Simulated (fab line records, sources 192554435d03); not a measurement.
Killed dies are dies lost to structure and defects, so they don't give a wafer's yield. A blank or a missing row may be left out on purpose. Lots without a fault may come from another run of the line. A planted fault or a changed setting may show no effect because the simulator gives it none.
Chamber matching | flow n5_finfet | N5_BEOL_M0_SAQP_ETCH_101 on rie_diel-02: 4 sister chambers
The step etches SiNx in CH3F/O2, target depth 29.9 nm, time 42.7 s. 4 wafers are shown with their chamber, then 10 later ones without.

WAFERS WITH THEIR CHAMBER
wafer  | chamber | drypump_motor_current_A (A)
L085.5 | 0       | 6.1
L085.6 | 1       | 5.8
L087.1 | 3       | 4.9
L087.2 | 2       | 5.0

WAFERS WITHOUT THEIR CHAMBER
wafer  | drypump_motor_current_A (A)
L087.3 | 6.1
L091.1 | 4.9
L091.2 | 5.0
L091.3 | 6.1
L093.1 | 6.1
L093.5 | 6.1
L093.6 | 4.9
L097.3 | 6.1
L097.4 | 5.1
L097.6 | 5.8

WHICH CHAMBER EACH WENT THROUGH
wafer  | from the rows above | in truth
L087.3 | 0                   | 0
L091.1 | 3                   | 3
L091.2 | 2                   | 2
L091.3 | 0                   | 0
L093.1 | 0                   | 0
L093.5 | 0                   | 0
L093.6 | 3                   | 3
L097.3 | 0                   | 0
L097.4 | 2                   | 2
L097.6 | 1                   | 1
Placed correctly: 10 of 10. Can't be placed from these rows: 0. Placed wrongly: 0.
How it was worked out, from the rows above alone: a wafer's distance from a chamber is the root of the sum, over the readings, of the square of ((its reading less the chamber's mean) divided by the reading's scatter). The wafer belongs to the nearest chamber; if the next one is less than 2 further off, it can't be placed. A chamber's mean is the mean of its shown wafers. The scatter: with one shown wafer a chamber, the root of the mean of the squares of how far each hidden wafer lies from its nearest shown one.
